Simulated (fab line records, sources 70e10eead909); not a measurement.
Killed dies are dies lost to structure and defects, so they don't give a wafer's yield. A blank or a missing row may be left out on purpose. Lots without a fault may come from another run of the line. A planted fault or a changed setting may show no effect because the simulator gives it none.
Tool commonality check | flow nand_harc | 3 lots, 9 wafers sampled

WHY IT WAS OPENED
At NHARC_END_SORT_01 the reading sort_bin_2_pct is flagged on 3 of 3 lots. Wafers without a fault read 1.3 %, standard deviation 0.63.
Rule: a lot is flagged when every wafer of it that has a number lies more than 4 standard deviations from that mean, or none has a number. The other lots count as sound.

lot  | measured     | on        | sort_bin_2_pct (%), wafer by wafer | flag
L828 | day 24 08:00 | prober-01 | 96.3 95.3 95.7                     | FLAGGED
L824 | day 24 08:08 | prober-02 | 97.9 97.9 98.5                     | FLAGGED
L827 | day 24 15:58 | prober-02 | 97.0 97.0 96.9                     | FLAGGED
The numbers of the flagged lots are 96.9 % on average: +95.6 % against the usual, or +99 or more standard deviations.

WHICH TOOL RAN EACH LOT
The record holds 3 process steps before the reading, out of a route of 1159 steps. In each cell: the tool, then ch and the chambers that the sampled wafers went through, then the start.
lot  | flag    | NHARC_A_CONTACT_STRIP_26                      | NHARC_A_BLC_DEGAS_30         | NHARC_A_M0_DEP_00
L828 | FLAGGED | rie_diel-13 ch 0,2,3, day 20 12:56 or earlier | pvd_sputter-02, day 20 12:56 | pecvd-04 ch 0,1,2, day 20 21:31
L824 | FLAGGED | rie_diel-04 ch 2,3, day 20 12:01 or earlier   | pvd_sputter-02, day 20 12:01 | pecvd-04 ch 0,1,2, day 20 17:33
L827 | FLAGGED | rie_diel-13 ch 0,2, day 20 23:28 or earlier   | pvd_sputter-03, day 20 23:28 | pecvd-01 ch 0,2, day 21 13:31
What these steps do:
- NHARC_A_CONTACT_STRIP_26: strips in O2.
- NHARC_A_BLC_DEGAS_30: time 60 s.
- NHARC_A_M0_DEP_00: deposits SiOC, target thk 150 nm.
- NHARC_END_SORT_01

FLAGGED OVER TOTAL, TOOL BY TOOL (the gauges that took the reading come last)
step                     | tool           | lots run | flagged | share of the flagged lots | sound lots run after its first flagged lot
NHARC_A_CONTACT_STRIP_26 | rie_diel-04    | 1        | 1       | some                      | 0
NHARC_A_CONTACT_STRIP_26 | rie_diel-13    | 2        | 2       | some                      | 0
NHARC_A_BLC_DEGAS_30     | pvd_sputter-02 | 2        | 2       | some                      | 0
NHARC_A_BLC_DEGAS_30     | pvd_sputter-03 | 1        | 1       | some                      | 0
NHARC_A_M0_DEP_00        | pecvd-01       | 1        | 1       | some                      | 0
NHARC_A_M0_DEP_00        | pecvd-04       | 2        | 2       | some                      | 0
NHARC_END_SORT_01        | prober-01      | 1        | 1       | some                      | 0
NHARC_END_SORT_01        | prober-02      | 2        | 2       | some                      | 0
NHARC_A_CONTACT_STRIP_26 gives no start for some lots, so the hours and the order of its lots are those of NHARC_A_BLC_DEGAS_30.

WHAT THE TABLE ALLOWS
No row of the table ran every flagged lot.

WHAT THE SIMULATOR HAD PUT IN
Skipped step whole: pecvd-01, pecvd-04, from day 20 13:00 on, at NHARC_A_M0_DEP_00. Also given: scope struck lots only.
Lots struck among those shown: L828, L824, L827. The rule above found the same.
